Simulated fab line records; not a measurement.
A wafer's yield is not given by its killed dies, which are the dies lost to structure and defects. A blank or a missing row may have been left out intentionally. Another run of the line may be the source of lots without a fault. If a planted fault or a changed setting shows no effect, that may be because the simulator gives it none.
Chamber matching -- flow n5 finfet -- N5_GATE_CUT_ETCH_19 on rie diel-01: 4 sister chambers
The step etches SiNx in CH3F/O2, target depth 53.7 nm, time 76.7 s. 22 wafers are shown with their chamber, then 11 later ones without.

## EACH WAFER AND ITS CHAMBER
wafer,chamber,drypump motor current A (A),showerhead plenum p Torr (Torr),rf vpp V (V)
L078.1,2,5.7,2.04,298
L078.3,0,6.5,2.01,293
L078.6,0,6.4,2.01,292
L080.3,2,5.7,2.04,299
L080.4,0,6.4,2.01,292
L080.5,0,6.4,2.01,292
L081.2,2,5.8,2.04,298
L081.4,3,5.4,1.98,303
L081.5,1,5.8,2.12,290
L085.3,3,5.3,1.97,305
L085.4,2,5.7,2.04,298
L085.5,3,5.4,1.97,304
L086.3,2,5.7,2.03,299
L086.4,0,6.4,2.00,292
L086.6,2,5.7,2.03,299
L088.1,2,5.7,2.03,297
L088.4,1,5.8,2.11,291
L088.6,2,5.7,2.03,298
L090.3,2,5.7,2.03,299
L090.4,1,5.8,2.11,290
L090.6,0,6.4,2.00,292
L093.1,0,6.5,2.00,293

SIGNATURES, as means of the wafers listed above
reading,chamber 0,chamber 1,chamber 2,chamber 3,scatter within a chamber
drypump motor current A,6.429,5.800,5.711,5.367,0.0407
showerhead plenum p Torr,2.0057,2.1133,2.0344,1.9733,0.00541
rf vpp V,292.29,290.33,298.33,304.00,0.671
Rule: distance of a wafer from a chamber = root of the sum over the readings of ((wafer's reading minus chamber's mean) / reading's scatter) squared. The wafer belongs to the nearest chamber; if the next one is less than 2 further off, it can't be placed. The scatter: the root of (the sum of the squares of (reading less its chamber's mean) over the shown wafers, divided by (wafers less chambers)).

## WAFERS MISSING THEIR CHAMBER
wafer,drypump motor current A (A),showerhead plenum p Torr (Torr),rf vpp V (V)
L093.5,5.7,2.03,298
L093.6,5.8,2.11,291
L094.2,5.7,2.11,292
L094.3,5.4,1.97,304
L094.6,5.7,2.03,297
L092.4,6.4,2.00,292
L092.5,5.4,1.97,304
L092.6,5.7,2.03,298
L096.1,5.7,2.03,299
L096.3,6.4,2.00,294
L096.5,5.4,1.97,305

## EACH ONE'S CHAMBER
wafer,from the rows above,in truth
L093.5,2,2
L093.6,1,1
L094.2,1,1
L094.3,3,3
L094.6,2,2
L092.4,0,0
L092.5,3,3
L092.6,2,2
L096.1,2,2
L096.3,0,0
L096.5,3,3
11 of 11 placed correctly. Not placeable from these rows: 0. Wrongly placed: 0.
